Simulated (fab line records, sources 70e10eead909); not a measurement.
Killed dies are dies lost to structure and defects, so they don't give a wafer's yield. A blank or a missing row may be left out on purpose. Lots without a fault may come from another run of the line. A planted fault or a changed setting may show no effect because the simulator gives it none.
fab line records | flow nand_harc
record lots=12 wafers=36 last_day=33
route steps=1302 shown P_GATE@136
lots that met no fault: from a run of the same line without faults
start_h: hours from the record's first day to the start of the lot's first wafer shown | wait_h: hours since the lot's step before | " the same as in the row above | L1.1+2: a row that stands for several wafers | - no value, or no start given | * or withheld: withheld | < > ~ a bound
route shown NAME@n: a module of which the file shows steps, and the number in the route of the first | usual: mean/standard deviation of fault-free wafers | same: alike in all rows | chamber/n: place in a boat | sites: the reading at each site | _std_site: their standard deviation | _edge_site: outer sites' mean less inner sites' | radius_mm: how far each site lies from the wafer's centre | mask NAME#n: copy n | behind: the tool/chamber that last shaped the wafer | hold: why the lot was held/for how many hours/how that ended | device: the transistor (n, p or np) that didn't switch | end of line: the same wafers' tests at the end of the route | a step without rows: its recipe alone | killed: dies lost to structure and defects at the first sort, not the wafer's yield | map: a wafer's dies, x killed, . not, _ none there
set.NAME: the setting as run; set.NAME@STEP: as run at that earlier step | model.NAME: the simulator's own value behind a step, which no gauge read
steps of the route over a sample of lots; a table a step, a row a wafer
services: from which hour (start_h, from the record's first day; less than 0 if before it) a tool's chamber was out of use, for how many hours, and why
## steps
# step NHARC_P_GATE_SOFTBAKE_21
# recipe temp_c=105 time_s=55
# usual heater_power_total_W=188.46/0.14
# columns lot.wafer tool chamber start_h wait_h heater_power_total_W
L729.1 litho_track-06 0 101 - 188.67
L729.2 " 0 " " 188.73
L729.6 " 0 " " 188.28
L730.1 litho_track-01 0 105 - 188.46
L730.3 " 0 " " 188.40
L730.6 " 0 " " 188.50
L733.4 litho_track-04 0 143 - 188.24
L733.5 " 0 " " 188.38
L733.6 " 0 " " 188.81
L734.2 litho_track-04 0 146 - 188.37
L734.5 " 0 " " 188.50
L734.6 " 0 " " 188.34
L737.1 litho_track-01 0 181 - 188.26
L737.2 " 0 " " 188.34
L737.4 " 0 " " 188.45
L742.4 litho_track-01 0 226 - 213.92
L742.5 " 0 " " 213.86
L742.6 " 0 " " 213.95
L743.1 litho_track-01 0 241 - 213.85
L743.3 " 0 " " 214.14
L743.4 " 0 " " 213.81
L748.1 litho_track-04 0 293 - 188.38
L748.5 " 0 " " 188.59
L748.6 " 0 " " 188.41
L750.1 litho_track-06 0 304 - 188.38
L750.2 " 0 " " 188.71
L750.5 " 0 " " 188.53
L749.1 litho_track-01 0 304 - 188.71
L749.4 " 0 " " 188.45
L749.6 " 0 " " 188.39
L751.1 litho_track-01 0 314 - 188.45
L751.3 " 0 " " 188.37
L751.6 " 0 " " 188.53
L752.1 litho_track-01 0 329 - 188.37
L752.2 " 0 " " 188.48
L752.4 " 0 " " 188.74
# step NHARC_P_GATE_DESCUM_31
# recipe time_s=3 o2_flow_sccm=200 ar_flow_sccm=0 bias_power_w=0 chemistry=O2
# usual drypump_motor_current_A=5.5/0.31 oes_product_au=0.996/0.0074 rf_vpp_V=57.7/0.82 showerhead_plenum_p_Torr=1.93/0.073 throttle_valve_pct=11.312/0.0096
# columns lot.wafer tool chamber start_h wait_h drypump_motor_current_A oes_product_au rf_hours_counter_h rf_vpp_V showerhead_plenum_p_Torr throttle_valve_pct
L729.2 rie_diel-04 2 101.47 0.1 5.4 1.001 5 58.0 1.93 11.323
L729.1 " 0 " " 5.8 1.004 6 56.2 1.90 11.310
L729.6 " 3 " " 5.5 0.986 - 58.5 1.98 11.313
L730.3 rie_diel-04 0 106.07 0.1 5.8 1.000 6 57.4 1.90 11.311
L730.1 " 1 " " 5.8 0.993 5 57.6 1.99 11.305
L730.6 " 1 " " 5.8 0.993 - 57.9 1.99 11.289
L733.4 rie_diel-04 1 144.07 0.1 5.8 0.998 7 57.4 1.99 11.317
L733.6 " 1 " " 5.9 0.997 - 57.5 1.99 11.315
L733.5 " 2 " " 5.4 0.990 - 58.0 1.93 11.322
L734.2 rie_diel-04 3 147.21 0.1 5.5 0.987 8 59.6 1.98 11.311
L734.6 " 0 " " 5.8 0.995 - 57.4 1.90 11.328
L734.5 " 1 " " 5.8 0.992 - 58.2 1.99 11.305
L737.1 rie_diel-07 0 181.91 0.1 5.6 1.006 4 59.4 1.97 11.313
L737.2 " 1 " " 5.4 0.995 4 57.6 1.82 11.316
L737.4 " 2 " " 5.1 0.994 4 57.8 2.00 11.309
L742.4 rie_diel-07 2 226.77 0.1 5.1 0.983 6 58.3 1.99 11.308
L742.6 " 1 " " 5.4 0.995 - 57.5 1.82 11.317
L742.5 " 2 " " 5.1 0.997 - 58.2 1.99 11.326
L743.1 rie_diel-07 0 242.18 0.1 5.6 0.996 8 58.4 1.97 11.302
L743.3 " 1 " " 5.4 0.990 7 57.2 1.82 11.317
L743.4 " 2 " " 5.1 0.996 6 58.2 1.99 11.321
L748.1 rie_diel-09 1 294.16 0.1 5.8 0.995 8 56.7 1.83 11.301
L748.5 " 0 " " 5.7 0.996 - 58.6 1.79 11.326
L748.6 " 1 " " 5.8 1.003 - 56.2 1.83 11.308
L750.2 rie_diel-07 2 304.74 0.1 5.1 1.008 0 56.4 1.99 11.315
L750.1 " 3 " " 5.1 0.998 0 57.5 1.98 11.304
L750.5 " 0 " " 5.6 0.993 - 57.9 1.97 11.302
L749.1 rie_diel-07 2 305.36 0.1 5.1 0.987 0 58.0 1.99 11.303
L749.4 " 0 " " 5.6 0.998 0 57.4 1.97 11.303
L749.6 " 2 " " 5.1 0.991 - 58.4 1.99 11.310
L751.1 rie_diel-07 0 315.28 0.1 5.6 0.994 0 57.8 1.97 11.322
L751.3 " 1 " " 5.4 1.008 0 57.6 1.82 11.317
L751.6 " 0 " " 5.6 1.008 - 58.9 1.97 11.304
L752.2 rie_diel-09 3 329.51 0.1 6.4 1.013 0 57.9 1.82 11.319
L752.4 " 0 " " 5.6 0.999 0 56.9 1.79 11.332
L752.1 " 1 " " 5.9 0.996 0 58.5 1.83 11.326
# step NHARC_P_GATE_HM_OPEN_105
# recipe target_depth_a=3600 o2_flow_sccm=400 cos_flow_sccm=20 ar_flow_sccm=0 rf_w=500 bias_w=300 chemistry=O2/COS
# usual drypump_motor_current_A=5.5/0.33 oes_product_au=0.996/0.0089 rf_vpp_V=467.5/2.5 showerhead_plenum_p_Torr=3.14/0.11 throttle_valve_pct=28.330/0.0089
# columns lot.wafer tool chamber start_h wait_h drypump_motor_current_A oes_product_au rf_hours_counter_h rf_vpp_V showerhead_plenum_p_Torr throttle_valve_pct
L729.2 rie_diel-04 3 - - 5.5 0.992 5 467.9 3.22 28.330
L729.1 " 1 " " 5.9 0.999 5 470.7 3.24 28.315
L729.6 " 3 " " 5.5 0.992 - 468.9 3.22 28.338
L730.3 rie_diel-04 2 - - 5.4 0.999 5 467.5 3.14 28.344
L730.1 " 3 " " 5.5 0.993 5 469.5 3.22 28.322
L730.6 " 0 " " 5.8 0.990 - 467.0 3.10 28.328
L733.4 rie_diel-04 3 - - 5.5 0.987 8 470.2 3.22 28.326
L733.5 " 3 " " 5.4 0.980 - 468.8 3.22 28.342
L733.6 " 0 " " 5.8 0.997 - 465.5 3.10 28.336
L734.2 rie_diel-04 3 - - 5.5 0.983 8 468.8 3.22 28.312
L734.6 " 2 " " 5.4 0.994 - 467.7 3.14 28.329
L734.5 " 3 " " 5.5 0.994 - 468.1 3.22 28.336
L737.2 rie_diel-07 2 - - 5.1 0.983 4 468.5 3.25 28.325
L737.1 " 3 " " 5.1 0.992 4 468.9 3.23 28.328
L737.4 " 0 " " 5.6 0.990 4 469.3 3.21 28.340
L742.4 rie_diel-07 2 - - 5.1 0.984 6 469.1 3.25 28.324
L742.5 " 2 " " 5.1 0.987 - 469.7 3.25 28.324
L742.6 " 3 " " 5.2 0.994 - 469.9 3.23 28.328
L743.3 rie_diel-07 0 - - 5.6 0.984 8 468.8 3.21 28.329
L743.1 " 1 " " 5.4 0.986 7 464.3 2.98 28.336
L743.4 " 2 " " 5.1 0.996 6 469.0 3.25 28.320
L748.1 rie_diel-09 2 - - 5.9 1.029 6 463.0 2.94 28.329
L748.6 " 3 " " 6.4 1.017 - 463.8 2.97 28.324
L748.5 " 0 " " 5.6 0.997 - 460.8 2.92 28.347
L750.2 rie_diel-07 1 - - 5.4 1.008 0 463.9 2.98 28.330
L750.1 " 2 " " 5.1 0.988 0 469.7 3.25 28.344
L750.5 " 3 " " 5.1 0.991 - 469.5 3.23 28.344
L749.1 rie_diel-07 0 - - 5.6 0.995 0 470.2 3.20 28.343
L749.4 " 1 " " 5.4 1.000 0 464.6 2.98 28.324
L749.6 " 2 " " 5.1 1.003 - 468.8 3.25 28.346
L751.1 rie_diel-07 1 - - 5.4 1.005 0 464.2 2.98 28.339
L751.3 " 2 " " 5.1 0.998 0 469.5 3.25 28.337
L751.6 " 3 " " 5.2 0.997 - 467.9 3.23 28.316
L752.1 rie_diel-09 2 - - 5.9 1.006 0 462.2 2.94 28.325
L752.2 " 3 " " 6.4 1.010 0 465.0 2.97 28.341
L752.4 " 1 " " 5.8 0.993 0 465.0 3.00 28.327
# step NHARC_P_GATE_CD_MEAS_33
# usual cd_nm=120.3/2
# columns lot.wafer tool chamber start_h wait_h cd_nm
L729.1 cd_sem-02 - 102.27 - 119.1
L729.2 " - " " 118.9
L729.6 " - " " 120.8
L730.1 cd_sem-01 - 106.87 - 120.8
L730.3 " - " " 119.4
L730.6 " - " " 118.1
L733.4 cd_sem-03 - 145.34 - 121.7
L733.5 " - " " 121.4
L733.6 " - " " 120.6
L734.2 cd_sem-03 - 147.98 - 124.1
L734.5 " - " " 124.9
L734.6 " - " " 125.1
L737.1 cd_sem-01 - 182.69 - 121.4
L737.2 " - " " 120.6
L737.4 " - " " 121.7
L742.4 cd_sem-02 - 227.56 - 122.1
L742.5 " - " " 123.9
L742.6 " - " " 124.1
L743.1 cd_sem-02 - 242.96 - 119.2
L743.3 " - " " 118.9
L743.4 " - " " 117.0
L748.1 cd_sem-03 - 294.95 - 122.0
L748.5 " - " " 120.6
L748.6 " - " " 120.7
L750.1 cd_sem-01 - 305.56 0.1 120.0
L750.2 " - " " 117.4
L750.5 " - " " 118.0
L749.1 cd_sem-02 - 306.19 0.2 122.7
L749.4 " - " " 121.1
L749.6 " - " " 119.2
L751.1 cd_sem-02 - 316.06 - 119.5
L751.3 " - " " 119.6
L751.6 " - " " 116.0
L752.1 cd_sem-03 - 330.31 - 117.7
L752.2 " - " " 122.1
L752.4 " - " " 121.8
## services
# columns tool chamber start_h hours kind
rie_diel-04 3 86.96 2.7 repair
rie_diel-07 0 96.52 - clean
rie_diel-07 1 96.52 - clean
rie_diel-07 2 96.52 - clean
rie_diel-07 3 96.52 - clean
rie_diel-07 - 114.53 0.2 repair
rie_diel-07 - 117.20 9.0 pm
rie_diel-07 0 117.20 12.1 vent_cycle
rie_diel-07 1 117.20 9.0 vent_cycle
rie_diel-07 - 137.05 0.2 repair
rie_diel-09 - 143.10 9.0 pm
litho_track-01 - 155.00 7.0 pm
rie_diel-04 - 177.98 9.0 pm
litho_track-06 - 179.00 7.0 pm
litho_track-04 - 203.00 7.0 pm
rie_diel-07 1 216.31 2.7 repair
rie_diel-04 2 218.43 1.9 repair
rie_diel-07 1 261.29 3.8 repair
rie_diel-09 2 278.50 6.1 repair
rie_diel-04 0 284.99 1.9 repair
rie_diel-07 - 294.21 9.0 pm
rie_diel-04 - 294.96 0.3 repair
rie_diel-09 0 298.05 10.4 repair
rie_diel-09 - 320.10 9.0 pm
## key
first_sign step=NHARC_P_GATE_SOFTBAKE_21 reading=heater_power_total_W direction=up sigmas=99+ usual=* struck=*
effect none on later readings
met_at NHARC_P_GATE_SOFTBAKE_21
struck_lots L742,L743
tester_left_out L742,L743
not_acting_at NHARC_P_GATE_DESCUM_31,NHARC_P_GATE_HM_OPEN_105,NHARC_P_GATE_CD_MEAS_33
onset_between 181 226
fault kind=process_parameter_drift tool=litho_track-01 chamber=- onset_h=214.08 steps=NHARC_P_GATE_SOFTBAKE_21 channel=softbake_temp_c offset=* shape=step end_h=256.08 acts_in=* stated=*
# tester_left_out: of these lots the tester's yield and bins aren't shown, on N5 and GAA mostly nor the transistor test; their killed dies are dies lost to structure and defects alone, not to doping, threshold or leakage, so they don't give the yield
